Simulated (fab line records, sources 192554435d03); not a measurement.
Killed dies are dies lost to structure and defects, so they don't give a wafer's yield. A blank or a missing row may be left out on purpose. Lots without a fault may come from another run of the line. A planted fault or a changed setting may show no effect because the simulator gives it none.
fab line records | flow n5_finfet | part 2 of 2: steps 5 to 6 of 6
record lots=22 wafers=66 last_day=24
route steps=1938 shown HKMG_FIN@433 GATE_CUT@470
lots that met no fault: from a run of the same line without faults
start_h: hours from the record's first day to the start of the lot's first wafer shown | wait_h: hours since the lot's step before | " the same as in the row above | L1.1+2: a row that stands for several wafers | - no value, or no start given | * or withheld: withheld | < > ~ a bound
route shown NAME@n: a module of which the file shows steps, and the number in the route of the first | usual: mean/standard deviation of fault-free wafers | same: alike in all rows | chamber/n: place in a boat | sites: the reading at each site | _std_site: their standard deviation | _edge_site: outer sites' mean less inner sites' | radius_mm: how far each site lies from the wafer's centre | mask NAME#n: copy n | behind: the tool/chamber that last shaped the wafer | hold: why the lot was held/for how many hours/how that ended | device: the transistor (n, p or np) that didn't switch | end of line: the same wafers' tests at the end of the route | a step without rows: its recipe alone | killed: dies lost to structure and defects at the first sort, not the wafer's yield | map: a wafer's dies, x killed, . not, _ none there
set.NAME: the setting as run; set.NAME@STEP: as run at that earlier step | model.NAME: the simulator's own value behind a step, which no gauge read
steps of the route over a sample of lots; a table a step, a row a wafer
services: from which hour (start_h, from the record's first day; less than 0 if before it) a tool's chamber was out of use, for how many hours, and why
## steps
# step N5_GATE_CUT_STRIP_59
# recipe chemistry=N2/H2 time_s=20 power_w=100 temp_c=40 pressure_mtorr=100 rf_frequency_hz=6e+07 bias_power_w=3 n2_flow_sccm=300 h2_flow_sccm=300
# usual drypump_motor_current_A=5.7/0.31 oes_product_au=0.74/0.055 rf_vpp_V=45.3/0.85 showerhead_plenum_p_Torr=3.37/0.066 throttle_valve_pct=12.18/0.17
# columns lot.wafer tool chamber start_h wait_h drypump_motor_current_A oes_product_au rf_hours_counter_h rf_vpp_V showerhead_plenum_p_Torr throttle_valve_pct
L074.2 rie_diel-05 3 84.61 0.1 5.9 0.72 210 46.3 3.31 12.14
L074.4 " 2 " " 5.7 0.79 106 44.1 3.37 11.95
L074.5 " 0 " " 5.3 0.73 - 44.8 3.34 12.22
L075.1 rie_diel-01 2 87.72 0.1 6.2 0.68 246 46.2 3.46 12.48
L075.4 " 1 " " 5.7 0.83 - 46.2 3.44 11.98
L075.6 " 2 " " 6.2 0.68 - 45.2 3.46 12.48
L076.2 rie_diel-05 2 91.59 0.1 5.7 0.79 107 45.3 3.37 11.93
L076.4 " 0 " " 5.3 0.73 178 44.3 3.34 12.21
L076.6 " 2 " " 5.7 0.78 - 47.0 3.37 11.96
L077.2 rie_diel-05 1 98.59 0.1 5.9 0.73 192 45.4 3.35 12.28
L077.3 " 3 " " 5.9 0.72 214 46.9 3.31 12.16
L077.6 " 2 " " 5.7 0.78 - 46.4 3.37 11.95
L078.2 rie_diel-05 2 103.86 0.1 5.7 0.78 111 43.8 3.37 11.94
L078.4 " 1 " " 5.9 0.73 194 44.8 3.35 12.27
L078.6 " 2 " " 5.7 0.78 - 44.0 3.37 11.94
L079.1 rie_diel-05 3 109.90 0.1 5.9 0.71 217 45.7 3.31 12.17
L079.2 " 1 " " 6.0 0.72 195 46.1 3.35 12.27
L079.3 " 0 " " 5.3 0.73 184 45.2 3.34 12.21
L080.1 rie_diel-04 2 114.84 0.1 5.1 0.73 175 45.6 3.50 12.38
L080.5 " 3 " " 5.8 0.78 - 46.4 3.40 11.95
L080.6 " 2 " " 5.1 0.73 - 46.3 3.50 12.37
L081.2 rie_diel-05 1 122.23 0.1 5.9 0.71 198 45.6 3.35 12.27
L081.3 " 3 " " 5.9 0.71 220 45.4 3.31 12.18
L081.5 " 2 " " 5.6 0.77 - 45.5 3.37 11.96
L082.1 rie_diel-05 1 126.97 0.1 5.9 0.71 199 44.5 3.35 12.29
L082.5 " 1 " " 5.9 0.72 - 44.4 3.35 12.28
L082.6 " 2 " " 5.7 0.78 - 44.8 3.37 11.96
L083.1 rie_diel-04 3 134.92 0.1 5.8 0.77 140 45.7 3.40 11.97
L083.3 " 1 " " 5.5 0.74 183 43.8 3.37 12.43
L083.4 " 0 " " 5.3 0.89 25 47.4 3.59 12.24
L085.1 rie_diel-05 0 149.34 0.1 5.3 0.71 195 45.0 3.33 12.24
L085.4 " 3 " " 5.9 0.70 228 45.0 3.30 12.19
L085.5 " 3 " " 6.0 0.71 - 45.0 3.30 12.19
L088.3 rie_diel-05 0 164.41 0.1 5.3 0.72 202 44.6 3.33 12.26
L088.4 " 2 " " 5.7 0.77 130 45.3 3.36 11.99
L088.5 " 0 " " 5.3 0.72 - 45.1 3.33 12.25
L086.2 rie_diel-05 1 166.88 0.1 5.9 0.70 215 46.1 3.34 12.32
L086.3 " 2 " " 5.7 0.76 131 45.0 3.36 12.00
L086.4 " 3 " " 5.9 0.69 235 44.2 3.30 12.22
L089.2 rie_diel-05 1 172.87 0.1 5.9 0.71 217 45.3 3.34 12.32
L089.4 " 3 " " 5.9 0.69 238 45.1 3.30 12.23
L089.5 " 0 " " 5.3 0.70 - 45.3 3.33 12.27
L090.2 rie_diel-05 2 177.87 0.1 5.7 0.76 136 46.7 3.36 11.99
L090.5 " 0 " " 5.3 0.71 - 44.2 3.33 12.26
L090.6 " 1 " " 5.9 0.70 - 45.4 3.34 12.33
L091.2 rie_diel-01 3 183.25 0.1 6.2 0.97 11 46.0 3.43 11.70
L091.4 " 0 " " 5.0 0.77 119 45.8 3.26 11.91
L091.5 " 1 " " 5.6 0.79 - 46.7 3.42 12.06
L093.2 rie_diel-04 3 196.92 0.1 5.8 0.76 158 45.8 3.39 12.03
L093.3 " 1 " " 5.5 0.74 201 46.0 3.36 12.44
L093.4 " 2 " " 5.1 0.71 197 45.8 3.49 12.43
L092.2 rie_diel-05 2 198.54 0.1 5.7 0.75 145 45.4 3.35 12.02
L092.3 " 3 " " 5.9 0.69 245 43.7 3.29 12.23
L092.4 " 0 " " 5.3 0.70 216 44.4 3.32 12.30
L094.3 rie_diel-04 2 207.68 0.1 5.1 0.70 203 45.0 3.49 12.43
L094.4 " 0 " " 5.3 0.86 - 45.6 3.58 12.32
L094.6 " 3 " " 5.8 0.75 - 45.1 3.39 12.03
L095.4 rie_diel-05 1 208.91 0.0 5.9 0.70 - 46.0 3.33 12.36
L095.5 " 2 " " 5.7 0.74 - 44.7 3.35 12.05
L095.6 " 0 " " 5.3 0.70 - 46.0 3.32 12.31
L096.1 rie_diel-05 1 217.88 0.1 5.9 0.69 237 46.1 3.33 12.40
L096.2 " 0 " " 5.3 0.69 226 44.9 3.32 12.31
L096.6 " 2 " " 5.7 0.74 - 44.9 3.35 12.05
L097.1 rie_diel-05 1 224.60 0.1 5.9 0.69 239 44.3 3.33 12.39
L097.4 " 0 " " 5.3 0.71 228 45.6 3.32 12.33
L097.6 " 2 " " 5.6 0.75 - 45.1 3.35 12.06
# step N5_GATE_CUT_STRIP_21
# recipe chemistry=N2/H2 time_s=30 power_w=1000 temp_c=250 pressure_mtorr=withheld n2_flow_sccm=1750 h2_flow_sccm=3250
# usual drypump_motor_current_A=5.8/0.36 heater_power_w=364/24
# columns lot.wafer tool chamber start_h wait_h drypump_motor_current_A heater_power_w rf_hours_counter_h
L074.2 plasma_asher-02 0 88.70 0.0 5.3 395 83
L074.4 " 0 " " 5.3 398 -
L074.5 " 1 " " 5.9 360 -
L075.1 plasma_asher-02 0 91.80 0.0 5.3 397 84
L075.4 " 1 " " 5.9 369 -
L075.6 " 0 " " 5.3 408 -
L076.2 plasma_asher-01 1 96.07 0.0 5.9 349 35
L076.4 " 1 " " 5.8 346 -
L076.6 " 0 " " 6.2 341 -
L077.2 plasma_asher-02 1 104.77 0.0 5.9 364 86
L077.3 " 0 " " 5.3 386 -
L077.6 " 0 " " 5.3 403 -
L078.2 plasma_asher-02 1 107.84 0.0 6.0 361 87
L078.4 " 0 " " 5.3 383 -
L078.6 " 0 " " 5.2 406 -
L079.1 plasma_asher-02 1 114.50 0.0 5.9 365 88
L079.2 " 0 " " 5.3 402 88
L079.3 " 0 " " 5.3 391 -
L080.1 plasma_asher-02 1 119.90 0.0 5.9 360 89
L080.5 " 1 " " 5.9 357 -
L080.6 " 0 " " 5.3 396 -
L081.2 plasma_asher-02 1 126.21 0.0 5.9 363 90
L081.3 " 0 " " 5.3 398 -
L081.5 " 0 " " 5.3 398 -
L082.1 plasma_asher-02 0 130.95 0.0 5.2 399 91
L082.5 " 0 " " 5.3 404 -
L082.6 " 1 " " 5.9 364 -
L083.1 plasma_asher-02 1 138.88 0.0 5.9 360 91
L083.3 " 1 " " 5.9 351 -
L083.4 " 0 " " 5.2 405 -
L085.1 plasma_asher-01 0 154.04 0.1 6.2 347 46
L085.4 " 0 " " 6.2 348 -
L085.5 " 1 " " 5.8 343 -
L088.3 plasma_asher-01 0 168.67 0.1 6.2 343 -
L088.4 " 1 " " 5.8 344 -
L088.5 " 1 " " 5.8 335 -
L086.2 plasma_asher-02 1 170.96 0.0 5.9 365 100
L086.3 " 0 " " 5.2 384 -
L086.4 " 1 " " 5.9 355 -
L089.2 plasma_asher-01 1 176.88 0.0 5.8 343 50
L089.4 " 0 " " 6.2 343 -
L089.5 " 1 " " 5.8 338 -
L090.2 plasma_asher-01 1 182.04 0.0 5.9 339 51
L090.5 " 0 " " 6.2 342 -
L090.6 " 1 " " 5.9 337 -
L091.2 plasma_asher-02 1 189.70 0.0 5.9 349 103
L091.4 " 0 " " 5.3 394 -
L091.5 " 0 " " 5.3 403 -
L093.2 plasma_asher-01 0 201.01 0.0 6.2 334 53
L093.3 " 1 " " 5.9 343 -
L093.4 " 0 " " 6.2 340 -
L092.2 plasma_asher-01 0 202.53 0.0 6.2 332 53
L092.3 " 0 " " 6.2 342 -
L092.4 " 1 " " 5.9 342 -
L094.3 plasma_asher-02 1 212.19 0.1 5.9 363 -
L094.4 " 0 " " 5.3 396 -
L094.6 " 1 " " 5.9 355 -
L095.4 plasma_asher-01 1 213.10 0.1 5.9 349 -
L095.5 " 1 " " 5.9 343 -
L095.6 " 0 " " 6.2 344 -
L096.1 plasma_asher-01 1 222.29 0.0 5.8 343 58
L096.2 " 0 " " 6.2 340 58
L096.6 " 1 " " 5.8 348 -
L097.1 plasma_asher-02 0 229.69 0.1 5.2 397 116
L097.4 " 0 " " 5.3 392 -
L097.6 " 0 " " 5.3 397 -
## services
# columns tool chamber start_h hours kind
rie_diel-06 2 75.00 5.8 repair
cmp-02 - 76.10 0.6 repair
rie_diel-02 - 76.12 2.8 pm
rie_diel-02 1 91.09 4.2 repair
rie_diel-04 - 91.50 0.6 repair
cmp-01 - 95.34 0.8 repair
rie_diel-05 - 102.29 0.8 repair
cmp-01 - 114.53 0.8 repair
cmp-01 - 118.00 4.0 pm
cmp-03 - 123.31 2.1 repair
cmp-03 - 129.53 6.1 pm
rie_diel-02 0 135.23 8.0 repair
rie_diel-06 2 137.78 10.1 repair
cmp-01 - 141.28 0.9 repair
cmp-01 - 143.76 0.4 repair
plasma_asher-01 - 147.21 5.7 repair
cmp-02 - 162.89 5.1 repair
rie_diel-05 3 175.09 8.5 repair
rie_diel-06 1 178.68 8.3 repair
rie_diel-06 0 190.59 13.1 repair
plasma_asher-01 - 192.54 6.7 repair
rie_diel-05 3 208.56 14.4 repair
cmp-01 - 218.03 4.3 pm
cmp-01 - 222.72 0.7 repair
